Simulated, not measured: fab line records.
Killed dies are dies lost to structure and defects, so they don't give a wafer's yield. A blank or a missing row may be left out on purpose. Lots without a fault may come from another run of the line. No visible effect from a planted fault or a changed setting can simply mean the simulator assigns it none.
fab line records	flow nand_harc
[record] lots = 6	wafers = 18	last_day = 34
route steps=1302 shown A_CHANNEL_HOLE_D2@593 A_CHANNEL_FILL_D2@610 END@1302
lots untouched by any fault: they come from a run of this same line in which no faults occurred
start_h: hours from the record's opening day to when the first of the lot's shown wafers began	wait_h: time in hours since the lot's previous step	" unchanged from the row above	L1.1+2: one row covering several wafers at once	- value missing, or start not given	* or withheld: withheld	< > ~ a bound
route shown NAME@n: a module of which the file shows steps, and the number in the route of the first	usual: mean and standard deviation over wafers with no fault	same: alike in all rows	chamber/n: place in a boat	sites: readings site by site	_std_site: standard deviation of those values	_edge_site: mean of outer sites minus mean of inner sites	radius_mm: how far each site lies from the wafer's centre	mask NAME#n: copy n	behind: the tool/chamber that last shaped the wafer	hold: what put the lot on hold/how long, in hours/how the hold closed	device: transistor that didn't switch, given as n, p or np	end of line: tests run on the same wafers once the route is complete	where a step has no rows: the recipe by itself	killed: not the wafer's yield, but the dies lost to structure and defects at the first sort	map: a wafer's dies, x killed, . not, _ none there
set.NAME: setting as actually run; set.NAME@STEP: the setting as run at that earlier step	model.NAME: the simulator's own value behind a step, which no gauge read
lots at selected steps of the route; one table per step, one row per wafer
services: the hour from which a tool's chamber was out of use, counted from the record's first day as start_h (under 0 if before that day), plus the number of hours and why
[[steps]]
[step NHARC_A_CHANNEL_HOLE_D2_ETCH_21]
[recipe] bias_v = 3000	source_w = withheld	pressure_mtorr = 20	time_s = 514.3	ar_flow_sccm = 375	c4f8_flow_sccm = 89.3	o2_flow_sccm = 35.7	temp_c = -20	target_depth_a = 16000	chemistry = C4F8/O2/Ar
[usual] drypump_motor_current_A = 5.7/0.64	showerhead_plenum_p_Torr = 3.67/0.18	throttle_valve_pct = 32.155/0.0094
lot.wafer	tool	chamber	start_h	wait_h	drypump_motor_current_A	rf_hours_counter_h	showerhead_plenum_p_Torr	throttle_valve_pct
L266.1	har_etch-02	0	296.10	0.3	6.6	359	3.62	32.171
L266.3	"	0	"	"	6.6	-	3.62	32.168
L266.4	"	1	"	"	6.0	-	3.43	32.168
L274.1	har_etch-01	0	385.29	0.3	5.1	200	3.52	32.149
L274.4	"	1	"	"	5.1	-	3.61	32.168
L274.6	"	1	"	"	5.1	-	3.61	32.161
L277.3	har_etch-02	0	413.08	0.3	6.6	-	3.93	32.150
L277.4	"	1	"	"	6.0	-	3.93	32.147
L277.5	"	1	"	"	5.9	-	3.93	32.147
L284.2	har_etch-02	0	477.12	0.3	6.6	50	3.90	32.164
L284.1	"	1	"	"	5.9	50	3.90	32.157
L284.5	"	0	"	"	6.6	-	3.90	32.147
L289.1	har_etch-01	1	527.24	0.3	5.1	283	3.56	32.147
L289.3	"	1	"	"	5.2	-	3.56	32.163
L289.6	"	1	"	"	5.2	-	3.56	32.152
L288.1	har_etch-02	1	528.25	0.3	6.0	77	3.89	32.179
L288.4	"	1	"	"	5.9	-	3.89	32.157
L288.6	"	0	"	"	6.6	-	3.89	32.161
[step NHARC_A_CHANNEL_HOLE_D2_ETCH_22]
[recipe] bias_v = 3000	source_w = withheld	pressure_mtorr = 20	time_s = 666.7	ar_flow_sccm = 375	c4f8_flow_sccm = 89.3	o2_flow_sccm = 35.7	temp_c = -20	target_depth_a = 16000	chemistry = C4F8/O2/Ar
[usual] drypump_motor_current_A = 5.7/0.64	showerhead_plenum_p_Torr = 3.67/0.18	throttle_valve_pct = 32.154/0.0094
lot.wafer	tool	chamber	start_h	wait_h	drypump_motor_current_A	rf_hours_counter_h	showerhead_plenum_p_Torr	throttle_valve_pct
L266.1	har_etch-02	0	296.54	0.4	6.6	359	3.62	32.163
L266.3	"	0	"	"	6.6	-	3.62	32.149
L266.4	"	1	"	"	5.9	-	3.43	32.154
L274.1	har_etch-01	0	385.76	0.4	5.0	200	3.52	32.134
L274.4	"	1	"	"	5.1	-	3.61	32.138
L274.6	"	1	"	"	5.1	-	3.61	32.162
L277.3	har_etch-02	0	413.57	0.4	6.6	-	3.93	32.164
L277.4	"	1	"	"	6.0	-	3.93	32.155
L277.5	"	1	"	"	5.9	-	3.93	32.149
L284.2	har_etch-02	0	477.56	0.4	6.6	50	3.90	32.153
L284.1	"	1	"	"	6.0	50	3.91	32.157
L284.5	"	0	"	"	6.6	-	3.90	32.149
L289.1	har_etch-01	1	527.67	0.4	5.1	284	3.56	32.145
L289.3	"	1	"	"	5.1	-	3.56	32.151
L289.6	"	1	"	"	5.1	-	3.56	32.160
L288.1	har_etch-02	1	528.69	0.4	5.9	77	3.89	32.146
L288.4	"	1	"	"	5.9	-	3.89	32.154
L288.6	"	0	"	"	6.6	-	3.89	32.158
[step NHARC_A_CHANNEL_HOLE_D2_ETCH_23]
[recipe] bias_v = 5000	source_w = withheld	pressure_mtorr = 20	time_s = 819	ar_flow_sccm = 375	c4f8_flow_sccm = 89.3	o2_flow_sccm = 35.7	temp_c = -20	target_depth_a = 16000	chemistry = C4F8/O2/Ar
[usual] drypump_motor_current_A = 5.7/0.63	showerhead_plenum_p_Torr = 3.67/0.18	throttle_valve_pct = 32.155/0.0094
lot.wafer	tool	chamber	start_h	wait_h	drypump_motor_current_A	rf_hours_counter_h	showerhead_plenum_p_Torr	throttle_valve_pct
L266.1	har_etch-02	0	297.12	0.5	6.6	360	3.62	32.138
L266.3	"	0	"	"	6.6	-	3.62	32.148
L266.4	"	1	"	"	6.0	-	3.43	32.146
L274.1	har_etch-01	0	386.34	0.5	5.0	201	3.52	32.142
L274.4	"	1	"	"	5.1	-	3.61	32.158
L274.6	"	1	"	"	5.1	-	3.61	32.138
L277.3	har_etch-02	0	414.18	0.5	6.6	-	3.93	32.162
L277.4	"	1	"	"	5.9	-	3.93	32.144
L277.5	"	1	"	"	6.0	-	3.93	32.151
L284.2	har_etch-02	0	478.13	0.5	6.6	51	3.90	32.170
L284.1	"	1	"	"	5.9	51	3.90	32.158
L284.5	"	0	"	"	6.7	-	3.90	32.155
L289.1	har_etch-01	1	528.24	0.5	5.1	284	3.56	32.136
L289.3	"	1	"	"	5.1	-	3.56	32.149
L289.6	"	1	"	"	5.1	-	3.56	32.138
L288.1	har_etch-02	1	529.25	0.5	5.9	78	3.89	32.155
L288.4	"	1	"	"	6.0	-	3.89	32.177
L288.6	"	0	"	"	6.6	-	3.89	32.149
[step NHARC_A_CHANNEL_HOLE_D2_ETCH_24]
[recipe] bias_v = 5000	source_w = withheld	pressure_mtorr = 20	time_s = 906.2	ar_flow_sccm = 375	c4f8_flow_sccm = 93.8	o2_flow_sccm = 31.2	temp_c = -20	target_depth_a = 15000	chemistry = C4F8/O2/Ar
[step NHARC_A_CHANNEL_HOLE_D2_ETCH_25]
[recipe] bias_v = 5000	source_w = withheld	pressure_mtorr = 20	time_s = 1040.2	ar_flow_sccm = 375	c4f8_flow_sccm = 93.8	o2_flow_sccm = 31.2	temp_c = -20	target_depth_a = 15000	chemistry = C4F8/O2/Ar
[step NHARC_A_CHANNEL_HOLE_D2_ETCH_26]
[recipe] bias_v = 300	source_w = 2000	pressure_mtorr = 30	time_s = 224.1	ar_flow_sccm = 375	c4f8_flow_sccm = 11.4	o2_flow_sccm = 113.6	temp_c = -20	target_depth_a = 3000	chemistry = C4F8/O2/Ar
[step NHARC_A_CHANNEL_HOLE_D2_ETCH_27]
[recipe] bias_v = 400	source_w = 2000	pressure_mtorr = 25	time_s = 90	ar_flow_sccm = 375	c4f8_flow_sccm = 41.7	o2_flow_sccm = 83.3	temp_c = -20	target_depth_a = 4000	chemistry = C4F8/O2/Ar
[step NHARC_A_CHANNEL_HOLE_D2_STRIP_41]
[recipe] n2_flow_sccm = 150	h2_flow_sccm = 150	ar_flow_sccm = 0	bias_w = 0	chemistry = N2/H2
[step NHARC_A_CHANNEL_HOLE_D2_STRIP_42]
[recipe] cf4_flow_sccm = 100	chf3_flow_sccm = 30	ar_flow_sccm = 0	bias_w = 0	chemistry = CF4/CHF3
[step NHARC_A_CHANNEL_HOLE_D2_STRIP_43]
[recipe] o2_flow_sccm = 400	cos_flow_sccm = 20	ar_flow_sccm = 0	bias_w = 0	chemistry = O2/COS
[step NHARC_A_CHANNEL_HOLE_D2_ETCH_44]
[recipe] target_depth_a = 1400	overetch_a = 140	time_s = 77	ion_energy_ev = 100	cf4_flow_sccm = 80	o2_flow_sccm = 20	ar_flow_sccm = 0	rf_w = 300	bias_w = 100	chemistry = CF4/O2
[usual] drypump_motor_current_A = 5.6/0.49	oes_product_au = 0.999/0.01	rf_vpp_V = 197.6/1.3	showerhead_plenum_p_Torr = 1.32/0.046	throttle_valve_pct = 13.398/0.0086
lot.wafer	tool	chamber	start_h	wait_h	drypump_motor_current_A	oes_product_au	rf_hours_counter_h	rf_vpp_V	showerhead_plenum_p_Torr	throttle_valve_pct
L266.4	rie_diel-02	2	300.40	0.1	4.9	1.003	4	197.4	1.33	13.402
L266.1	"	3	"	"	6.4	1.004	4	197.5	1.39	13.403
L266.3	"	1	"	"	6.1	1.012	4	198.6	1.39	13.402
L274.1	rie_diel-09	2	389.54	0.1	5.1	1.003	3	196.8	1.27	13.410
L274.4	"	0	"	"	5.8	0.993	4	199.6	1.38	13.407
L274.6	"	3	"	"	5.8	0.992	-	196.8	1.30	13.395
L277.3	rie_diel-03	2	417.23	0.1	6.0	1.007	7	198.4	1.35	13.390
L277.4	"	3	"	"	6.1	0.993	8	199.4	1.27	13.401
L277.5	"	2	"	"	6.0	1.003	-	196.9	1.35	13.395
L284.1	rie_diel-03	1	481.41	0.1	6.1	0.973	2	199.0	1.34	13.413
L284.2	"	2	"	"	6.0	0.995	2	198.2	1.35	13.410
L284.5	"	2	"	"	5.9	0.997	-	196.8	1.35	13.381
L289.3	rie_diel-03	2	531.50	0.1	6.0	1.012	4	198.5	1.35	13.402
L289.1	"	3	"	"	6.2	0.989	4	197.8	1.26	13.411
L289.6	"	2	"	"	5.9	1.011	-	198.0	1.35	13.402
L288.1	rie_diel-09	1	532.55	0.1	4.8	0.982	1	196.7	1.26	13.381
L288.4	"	0	"	"	5.8	0.998	1	200.0	1.38	13.396
L288.6	"	2	"	"	5.1	0.998	-	195.7	1.27	13.400
[step NHARC_A_CHANNEL_HOLE_D2_STRIP_28]
[recipe] o2_flow_sccm = 500	ar_flow_sccm = 0	bias_w = 0	chemistry = O2
[usual] drypump_motor_current_A = 5.6/0.5	oes_product_au = 1.001/0.011	rf_vpp_V = 57.7/0.85	showerhead_plenum_p_Torr = 3.49/0.12	throttle_valve_pct = 17.036/0.0098
lot.wafer	tool	chamber	start_h	wait_h	drypump_motor_current_A	oes_product_au	rf_hours_counter_h	rf_vpp_V	showerhead_plenum_p_Torr	throttle_valve_pct
L266.3	rie_diel-02	1	-	-	6.1	1.011	4	57.5	3.68	17.040
L266.4	"	2	"	"	4.9	1.002	4	57.7	3.50	17.021
L266.1	"	0	"	"	5.1	0.998	3	56.6	3.37	17.025
L274.1	rie_diel-09	0	-	-	5.9	0.998	4	56.9	3.64	17.035
L274.4	"	3	"	"	5.7	0.990	4	58.1	3.45	17.045
L274.6	"	0	"	"	5.9	1.012	-	57.3	3.64	17.042
L277.3	rie_diel-03	2	-	-	6.0	1.012	7	57.2	3.57	17.032
L277.4	"	3	"	"	6.1	1.010	8	57.8	3.35	17.053
L277.5	"	3	"	"	6.1	1.006	-	57.4	3.35	17.025
L284.1	rie_diel-03	3	-	-	6.1	0.985	1	57.6	3.35	17.031
L284.2	"	1	"	"	6.1	0.979	2	57.4	3.54	17.041
L284.5	"	3	"	"	6.1	0.986	-	57.4	3.35	17.034
L289.1	rie_diel-03	0	-	-	5.5	1.015	5	57.5	3.58	17.045
L289.3	"	2	"	"	6.0	1.015	4	58.1	3.57	17.037
L289.6	"	0	"	"	5.5	1.015	-	58.6	3.58	17.029
L288.1	rie_diel-09	2	-	-	5.1	1.013	1	57.2	3.36	17.036
L288.4	"	1	"	"	4.9	0.991	1	57.4	3.34	17.047
L288.6	"	3	"	"	5.7	1.002	-	56.2	3.44	17.028
[step NHARC_A_CHANNEL_HOLE_D2_PRECLEAN_29]
[recipe] time_s = *	temp_c = 50	bath_age_min = 0	chemistry = SC1
[usual] bath_heat_duty_pct = 7.3/0.77
lot.wafer	tool	chamber	start_h	wait_h	bath_heat_duty_pct
L266.4	wet_bench-06	2	301.05	-	8.4
L266.1	"	4	"	"	7.3
L266.3	"	7	"	"	7.3
L274.4	wet_bench-06	6	390.19	-	7.7
L274.1	"	7	"	"	6.4
L274.6	"	3	"	"	7.7
L277.3	wet_bench-06	3	417.88	-	6.5
L277.4	"	6	"	"	7.9
L277.5	"	7	"	"	7.1
L284.2	wet_bench-06	4	482.07	-	7.2
L284.1	"	5	"	"	6.6
L284.5	"	0	"	"	7.2
L289.1	wet_bench-06	7	532.15	-	7.1
L289.6	"	0	"	"	7.4
L289.3	"	4	"	"	6.9
L288.1	wet_bench-03	4	533.22	-	7.9
L288.6	"	7	"	"	7.2
L288.4	"	0	"	"	7.1
[step NHARC_A_CHANNEL_HOLE_D2_SRD_30]
[step NHARC_A_CHANNEL_HOLE_D2_CD_MEAS_31]
[usual] cd_nm = 89.8/1.1
lot.wafer	tool	chamber	start_h	wait_h	cd_nm
L266.1	cd_sem-03	-	301.19	-	87.4
L266.3	"	-	"	"	91.1
L266.4	"	-	"	"	90.1
L274.1	cd_sem-02	-	390.33	-	91.1
L274.4	"	-	"	"	88.4
L274.6	"	-	"	"	90.3
L277.3	cd_sem-03	-	418.02	-	90.4
L277.4	"	-	"	"	91.3
L277.5	"	-	"	"	90.3
L284.1	cd_sem-01	-	482.20	-	90.5
L284.2	"	-	"	"	90.6
L284.5	"	-	"	"	91.2
L289.1	cd_sem-03	-	532.28	-	90.3
L289.3	"	-	"	"	92.0
L289.6	"	-	"	"	91.4
L288.1	cd_sem-03	-	533.35	-	88.5
L288.4	"	-	"	"	87.1
L288.6	"	-	"	"	88.7
[step NHARC_A_CHANNEL_HOLE_D2_XSEM_32]
[recipe] landing_energy_ev = 35000
[step NHARC_A_CHANNEL_HOLE_D2_INSPECT_40]
[usual] raw_defect_count = 287/78
lot.wafer	tool	chamber	start_h	wait_h	raw_defect_count
L266.1	defect_inspect-01	-	301.38	-	327
L266.3	"	-	"	"	328
L266.4	"	-	"	"	276
L274.1	defect_inspect-02	-	390.51	-	1052
L274.4	"	-	"	"	1221
L274.6	"	-	"	"	1275
L277.3	defect_inspect-02	-	418.22	-	1086
L277.4	"	-	"	"	1085
L277.5	"	-	"	"	1027
L284.1	defect_inspect-01	-	482.39	-	286
L284.2	"	-	"	"	369
L284.5	"	-	"	"	265
L289.1	defect_inspect-01	-	532.47	-	212
L289.3	"	-	"	"	289
L289.6	"	-	"	"	259
L288.1	defect_inspect-01	-	533.54	-	231
L288.4	"	-	"	"	279
L288.6	"	-	"	"	213
[step NHARC_A_CHANNEL_FILL_D2_PRECLEAN_00]
[recipe] time_s = *	temp_c = 50	bath_age_min = 0	chemistry = SC1
[step NHARC_END_SORT_01]
[recipe] temp_c = 25
[usual] killed_at_array = 53/18	killed_at_other = 0.8/1.1	killed_at_periphery = 4.1/2.7	killed_dies = 58/18	killed_open = 3.1/1.7	killed_short = 2.7/1.7
[same] gross_dies = 677
lot.wafer	tool	chamber	start_h	wait_h	killed_at_array	killed_at_other	killed_at_periphery	killed_dies	killed_open	killed_short
L266.1	prober-01	0	573.49	2.5	61	0	8	69	5	2
L266.3	prober-01	0	575.11	3.1	40	0	2	42	5	3
L266.4	prober-01	0	575.92	3.4	60	0	6	66	0	1
L274.1	prober-01	0	657.24	2.5	121	1	4	126	3	3
L274.4	prober-01	0	659.66	3.4	165	1	4	170	2	1
L274.6	prober-01	0	661.27	4.0	161	1	1	163	3	6
L277.3	prober-01	0	680.36	3.1	94	2	2	98	3	1
L277.4	prober-01	0	681.15	3.4	140	0	3	143	2	3
L277.5	prober-01	0	681.95	3.7	83	1	4	88	2	4
L284.1	prober-01	0	762.33	2.5	30	2	2	34	2	1
L284.2	prober-01	0	763.14	2.8	26	1	8	35	3	2
L284.5	prober-01	0	765.55	3.7	33	3	2	38	5	3
L289.1	prober-02	0	801.03	2.5	77	0	4	81	3	3
L289.3	prober-02	0	802.65	3.1	65	1	4	70	3	5
L289.6	prober-02	0	805.07	4.0	60	0	6	66	0	2
L288.1	prober-01	0	804.95	2.5	49	0	5	54	7	1
L288.4	prober-01	0	807.35	3.4	27	0	7	34	3	3
L288.6	prober-01	0	808.95	4.0	41	0	3	44	2	2
// killed by level:class
L266.1 A_CHANNEL_HOLE_D1:chamber_film_flake=29 A_CHANNEL_HOLE_D2:chamber_film_flake=14 P_M1:chamber_film_flake=4 A_ZERO_WELL:chamber_film_flake=4 A_WL_FILL:chamber_film_flake=4 P_GATE:chamber_film_flake=3 A_STAIRCASE:chamber_film_flake=2 P_M0:geometric_particle:open=1
L266.3 A_CHANNEL_HOLE_D1:chamber_film_flake=13 A_CHANNEL_HOLE_D2:chamber_film_flake=7 A_WL_FILL:chamber_film_flake=5 A_ZERO_WELL:chamber_film_flake=4 P_M1:chamber_film_flake=2 A_CHANNEL_HOLE_D1:geometric_particle:short=1 A_CHANNEL_FILL_D1:geometric_particle:open=1 A_ONON_D2:geometric_particle:short=1
L266.4 A_CHANNEL_HOLE_D2:chamber_film_flake=33 A_CHANNEL_HOLE_D1:chamber_film_flake=19 P_M1:chamber_film_flake=4 A_ZERO_WELL:chamber_film_flake=4 P_GATE:chamber_film_flake=2 A_CHANNEL_HOLE_D1:geometric_particle:short=1 A_CHANNEL_FILL_D1:chamber_film_flake=1 A_CHANNEL_FILL_D2:chamber_film_flake=1
L274.1 A_CHANNEL_HOLE_D2:unspecified=63 A_CHANNEL_HOLE_D1:chamber_film_flake=15 A_SLIT:chamber_film_flake=12 A_CHANNEL_HOLE_D2:chamber_film_flake=11 A_STAIRCASE:chamber_film_flake=8 A_CONTACT:chamber_film_flake=5 A_ONON_D1:geometric_particle:short=2 A_DECK1_JOINT:chamber_film_flake=2
L274.4 A_CHANNEL_HOLE_D2:unspecified=96 A_CHANNEL_HOLE_D1:chamber_film_flake=29 A_SLIT:chamber_film_flake=19 A_CHANNEL_HOLE_D2:chamber_film_flake=7 A_STAIRCASE:chamber_film_flake=6 A_CONTACT:chamber_film_flake=4 P_STI:chamber_film_flake=2 P_CONTACT:geometric_particle:short=1
L274.6 A_CHANNEL_HOLE_D2:unspecified=54 A_SLIT:chamber_film_flake=38 A_CHANNEL_HOLE_D1:chamber_film_flake=36 A_STAIRCASE:chamber_film_flake=11 A_CHANNEL_HOLE_D2:chamber_film_flake=9 A_CHANNEL_FILL_D1:geometric_particle:short=2 A_M0:geometric_particle:short=2 A_DECK1_JOINT:chamber_film_flake=2
L277.3 A_CHANNEL_HOLE_D2:unspecified=54 A_SLIT:chamber_film_flake=24 A_ZERO_WELL:chamber_film_flake=3 A_WL_FILL:chamber_film_flake=3 A_CHANNEL_HOLE_D1:chamber_film_flake=2 A_CONTACT:chamber_film_flake=2 A_ONON_D2:geometric_particle:short=1 A_WL_FILL:geometric_particle:open=1
L277.4 A_CHANNEL_HOLE_D2:unspecified=90 A_SLIT:chamber_film_flake=35 P_CONTACT:chamber_film_flake=3 A_CHANNEL_HOLE_D1:chamber_film_flake=3 A_CONTACT:chamber_film_flake=3 A_WL_FILL:geometric_particle:short=2 A_CHANNEL_HOLE_D2:chamber_film_flake=2 A_SOURCE_PLATE:geometric_particle:short=1
L277.5 A_CHANNEL_HOLE_D2:unspecified=59 A_SLIT:chamber_film_flake=14 A_SGD_CUT:chamber_film_flake=3 P_M0:geometric_particle:open=2 A_CHANNEL_FILL_D1:geometric_particle:short=2 A_ZERO_WELL:chamber_film_flake=2 A_WL_FILL:geometric_particle:short=1 A_M0:geometric_particle:short=1
L284.1 A_CHANNEL_HOLE_D1:chamber_film_flake=12 A_SLIT:chamber_film_flake=7 A_ZERO_WELL:chamber_film_flake=4 A_CONTACT:chamber_film_flake=3 P_M1:chamber_film_flake=2 A_WL_FILL:geometric_particle:short=1 A_CONTACT:geometric_particle:open=1 STARTING-WAFER:geometric_particle:open=1
L284.2 A_SLIT:chamber_film_flake=9 A_CHANNEL_HOLE_D1:chamber_film_flake=8 P_GATE:chamber_film_flake=2 P_M1:chamber_film_flake=2 A_ZERO_WELL:chamber_film_flake=2 A_STAIRCASE:chamber_film_flake=2 A_CONTACT:chamber_film_flake=2 P_STI:geometric_particle:open=1
L284.5 A_CHANNEL_HOLE_D1:chamber_film_flake=10 A_SLIT:chamber_film_flake=7 A_CONTACT:chamber_film_flake=3 THIN_TSV:chamber_film_flake=3 A_ONON_D1:geometric_particle:short=2 A_CHANNEL_FILL_D2:chamber_film_flake=2 A_STAIRCASE:chamber_film_flake=2 A_ONON_D1:geometric_particle:open=1
L289.1 A_SLIT:chamber_film_flake=39 A_CHANNEL_HOLE_D2:chamber_film_flake=21 A_CHANNEL_HOLE_D1:chamber_film_flake=6 A_CONTACT:chamber_film_flake=4 A_M0:geometric_particle:open=2 P_STI:chamber_film_flake=2 A_ONON_D2:geometric_particle:short=1 A_CHANNEL_FILL_D2:geometric_particle:open=1
L289.3 A_CHANNEL_HOLE_D1:chamber_film_flake=21 A_SLIT:chamber_film_flake=18 A_CHANNEL_HOLE_D2:chamber_film_flake=14 P_M2:chamber_film_flake=2 A_CONTACT:chamber_film_flake=2 A_STAIRCASE:chamber_film_flake=2 P_CONTACT:geometric_particle:open=1 P_CONTACT:geometric_particle:short=1
L288.1 A_CHANNEL_HOLE_D1:chamber_film_flake=17 A_SLIT:chamber_film_flake=8 A_STAIRCASE:chamber_film_flake=7 A_CONTACT:chamber_film_flake=6 P_GATE:chamber_film_flake=4 A_CHANNEL_HOLE_D2:chamber_film_flake=3 P_GATE:geometric_particle:open=1 A_SOURCE_PLATE:geometric_particle:open=1
L289.6 A_CHANNEL_HOLE_D1:chamber_film_flake=24 A_SLIT:chamber_film_flake=16 A_CHANNEL_HOLE_D2:chamber_film_flake=14 P_ZERO_WELL:chamber_film_flake=3 P_M2:chamber_film_flake=2 A_CONTACT:chamber_film_flake=2 A_CHANNEL_FILL_D2:geometric_particle:short=1 A_BLC:geometric_particle:short=1
L288.4 A_CHANNEL_HOLE_D1:chamber_film_flake=9 P_GATE:chamber_film_flake=5 A_SLIT:chamber_film_flake=5 A_CONTACT:chamber_film_flake=3 A_CHANNEL_FILL_D2:geometric_particle:short=2 A_CHANNEL_HOLE_D2:chamber_film_flake=2 P_M0:geometric_particle:open=1 A_ONON_D1:geometric_particle:short=1
L288.6 A_CHANNEL_HOLE_D1:chamber_film_flake=15 A_SLIT:chamber_film_flake=11 A_CONTACT:chamber_film_flake=5 A_CHANNEL_HOLE_D2:chamber_film_flake=4 A_STAIRCASE:chamber_film_flake=3 P_CONTACT:geometric_particle:open=2 P_CONTACT:geometric_particle:short=1 A_SGD_CUT:geometric_particle:short=1
// map L274.4 (x killed, . not)
____________.____________
_________......._________
_______..........._______
______.x..x........______
_____......x........_____
____.....x.x..x......____
____........x........____
___......xxxxx..x....x___
___......xxxxx........___
__.....x..xxx.xx.......__
__...x...xx.xx.........__
_........xx..x.x........_
_........xx.........x..._
_.............x..x......_
_......................._
_......................._
......................x..
................xxx......
.........x.....x.xx......
..............xxxxx......
.............xxxxxxxx..x.
_............xxxxxxxx..._
_...........xxxxxxxxxx.._
_........x..xxxxxxxxx..._
_.x..........xxxxxxxxx.._
_.....x......xxxxxxxxx.._
__x.xx........xxxxxx...__
__x.xx.......xxxxxxxx..__
___x.xx......xxxxxxxx.___
___xxxx......xxxxxx.x.___
____xxx........x.xx..____
____xxx.x.......x....____
_____xxx...x..x....._____
______x............______
_______xx........._______
_________......._________
____________.____________
// map L277.4 (x killed, . not)
____________.____________
_________......._________
_______..........._______
______.............______
_____..............._____
____.................____
____.................____
___x.........x........___
___........x..........___
__.....................__
__.....................__
_......................._
_......................._
_......................._
_...........x..........._
_...............x......._
.........................
................x.x......
...........x...x...xx....
....x....x..x.xxxxxx.....
.x............xxxxxxx....
_...........xxxxxxxxxx.._
_............xxxxxxx...._
_............xxxxxxxx..._
_...........xxxxxxxxx..._
_............xxxxxxxx..._
__...x.x....xxxxxxxxx..__
__........x.xxxxxxxx...__
___..x..xxx.xxxxxxxxx.___
___..x....xxxxxxxxx.x.___
____..x.xxxxxxx..xx.x____
____......xxxxx......____
_____.x....xxx.....x_____
______.x..xx.x.....______
_______.x.xx.x...._______
_________......._________
____________.____________
[[services]]
tool	chamber	start_h	hours	kind
rie_diel-03	-	281.30	9.0	pm
rie_diel-03	3	298.58	2.8	repair
har_etch-02	-	302.92	3.0	repair
wet_bench-03	-	306.27	1.7	repair
rie_diel-09	-	320.10	9.0	pm
rie_diel-09	1	338.98	1.4	repair
rie_diel-09	1	352.78	7.3	repair
wet_bench-06	-	369.62	8.0	pm
har_etch-02	-	377.23	17.0	pm
har_etch-02	0	377.23	17.0	vent_cycle
har_etch-02	1	377.23	17.0	vent_cycle
wet_bench-03	-	386.40	8.0	pm
rie_diel-09	1	393.07	5.0	repair
rie_diel-02	-	393.70	9.0	pm
har_etch-02	0	394.23	-	clean
har_etch-02	0	394.23	-	consumable_replace:focus_ring
har_etch-02	0	394.23	-	consumable_replace:showerhead
wet_bench-03	-	447.67	2.8	repair
rie_diel-03	-	458.30	9.0	pm
rie_diel-02	2	469.60	8.9	repair
rie_diel-03	2	483.70	2.8	repair
rie_diel-09	3	492.84	4.4	repair
rie_diel-09	-	497.10	9.0	pm
wet_bench-03	-	512.75	1.6	repair
[[key]]
[first_sign] step = NHARC_A_CHANNEL_HOLE_D2_INSPECT_40	reading = raw_defect_count	direction = up	sigmas = 11	usual = 287	struck = 1124
[effect] step = NHARC_END_SORT_01	reading = killed_at_array	direction = up	sigmas = 4.1	usual = 53	struck = 127
[more_kills_born_at] NHARC_A_CHANNEL_HOLE_D2_PRECLEAN_29@wet_bench-06 = 416
met_at NHARC_A_CHANNEL_HOLE_D2_PRECLEAN_29
struck_wafers L274.1,L274.4,L274.6,L277.3,L277.4,L277.5
tester_left_out L274,L277
onset_between 301.05 390.19
[fault] kind = chamber_particle_source	tool = wet_bench-06	chamber = -	onset_h = 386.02	steps = NHARC_A_CHANNEL_HOLE_D2_PRECLEAN_29	rate_per_visit_cm2 = 1.3104	end_h = 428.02
// tester_left_out: of these lots the tester's yield and bins aren't shown, on N5 and GAA mostly nor the transistor test; their killed dies are dies lost to structure and defects alone, not to doping, threshold or leakage, so they don't give the yield
